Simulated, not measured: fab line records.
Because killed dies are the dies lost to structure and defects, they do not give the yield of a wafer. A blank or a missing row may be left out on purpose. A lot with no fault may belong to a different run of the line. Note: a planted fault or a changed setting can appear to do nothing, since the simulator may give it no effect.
Matching of chambers / flow n5 finfet / N5_BEOL_M14_DEP_53 on pecvd-04: 3 sister chambers
The step deposits SiCN from 3MS/NH3, target thk 50 nm, time 17.8 s. 18 wafers are shown with their chamber, then 9 later ones without.

WAFERS, EACH WITH ITS CHAMBER
wafer=L082.4; chamber=1; showerhead plenum p Torr (Torr)=4.195; throttle valve pct (%)=18.6
wafer=L082.5; chamber=2; showerhead plenum p Torr (Torr)=4.174; throttle valve pct (%)=18.1
wafer=L082.6; chamber=0; showerhead plenum p Torr (Torr)=4.132; throttle valve pct (%)=18.2
wafer=L081.2; chamber=1; showerhead plenum p Torr (Torr)=4.183; throttle valve pct (%)=18.5
wafer=L081.3; chamber=2; showerhead plenum p Torr (Torr)=4.162; throttle valve pct (%)=18.3
wafer=L081.5; chamber=1; showerhead plenum p Torr (Torr)=4.182; throttle valve pct (%)=18.8
wafer=L080.1; chamber=2; showerhead plenum p Torr (Torr)=4.174; throttle valve pct (%)=18.4
wafer=L080.2; chamber=0; showerhead plenum p Torr (Torr)=4.134; throttle valve pct (%)=18.1
wafer=L080.6; chamber=2; showerhead plenum p Torr (Torr)=4.172; throttle valve pct (%)=18.5
wafer=L083.2; chamber=0; showerhead plenum p Torr (Torr)=4.113; throttle valve pct (%)=18.0
wafer=L083.3; chamber=2; showerhead plenum p Torr (Torr)=4.174; throttle valve pct (%)=18.4
wafer=L083.5; chamber=0; showerhead plenum p Torr (Torr)=4.135; throttle valve pct (%)=18.4
wafer=L088.2; chamber=2; showerhead plenum p Torr (Torr)=4.174; throttle valve pct (%)=18.5
wafer=L088.5; chamber=1; showerhead plenum p Torr (Torr)=4.174; throttle valve pct (%)=19.0
wafer=L088.6; chamber=2; showerhead plenum p Torr (Torr)=4.171; throttle valve pct (%)=18.5
wafer=L090.2; chamber=2; showerhead plenum p Torr (Torr)=4.176; throttle valve pct (%)=18.5
wafer=L090.3; chamber=0; showerhead plenum p Torr (Torr)=4.122; throttle valve pct (%)=18.3
wafer=L090.4; chamber=1; showerhead plenum p Torr (Torr)=4.174; throttle valve pct (%)=18.7

SIGNATURES, as means of the wafers listed above
reading=showerhead plenum p Torr; chamber 0=4.12720; chamber 1=4.18160; chamber 2=4.17213; scatter within a chamber=0.00725
reading=throttle valve pct; chamber 0=18.200; chamber 1=18.720; chamber 2=18.400; scatter within a chamber=0.161
Rule: a wafer's distance from a chamber is the root of the sum, over the readings, of the square of ((its reading less the chamber's mean) divided by the reading's scatter). If the next closest chamber is less than 2 further off than the closest, the wafer can't be placed; otherwise it belongs to the closest. The scatter: take each reading less its chamber's mean, square it, sum over the shown wafers, divide by the number of wafers less the number of chambers, and take the root.

WAFERS WITHOUT THEIR CHAMBER
wafer=L093.1; showerhead plenum p Torr (Torr)=4.188; throttle valve pct (%)=18.7
wafer=L093.2; showerhead plenum p Torr (Torr)=4.133; throttle valve pct (%)=18.1
wafer=L093.4; showerhead plenum p Torr (Torr)=4.112; throttle valve pct (%)=18.2
wafer=L092.4; showerhead plenum p Torr (Torr)=4.175; throttle valve pct (%)=18.7
wafer=L092.5; showerhead plenum p Torr (Torr)=4.178; throttle valve pct (%)=18.7
wafer=L092.6; showerhead plenum p Torr (Torr)=4.131; throttle valve pct (%)=18.1
wafer=L094.1; showerhead plenum p Torr (Torr)=4.174; throttle valve pct (%)=18.9
wafer=L094.2; showerhead plenum p Torr (Torr)=4.131; throttle valve pct (%)=18.3
wafer=L094.3; showerhead plenum p Torr (Torr)=4.184; throttle valve pct (%)=18.7

WHICH CHAMBER EACH ONE RAN IN
wafer=L093.1; from the rows above=can't be placed: 1 or 2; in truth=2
wafer=L093.2; from the rows above=0; in truth=0
wafer=L093.4; from the rows above=0; in truth=0
wafer=L092.4; from the rows above=can't be placed: 1 or 2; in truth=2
wafer=L092.5; from the rows above=can't be placed: 1 or 2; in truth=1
wafer=L092.6; from the rows above=0; in truth=0
wafer=L094.1; from the rows above=can't be placed: 1 or 2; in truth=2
wafer=L094.2; from the rows above=0; in truth=0
wafer=L094.3; from the rows above=1; in truth=1
5 of 9 placed correctly. Cannot be placed on the basis of these rows: 4; the candidates contain the true chamber in 4. Placed wrongly: 0.
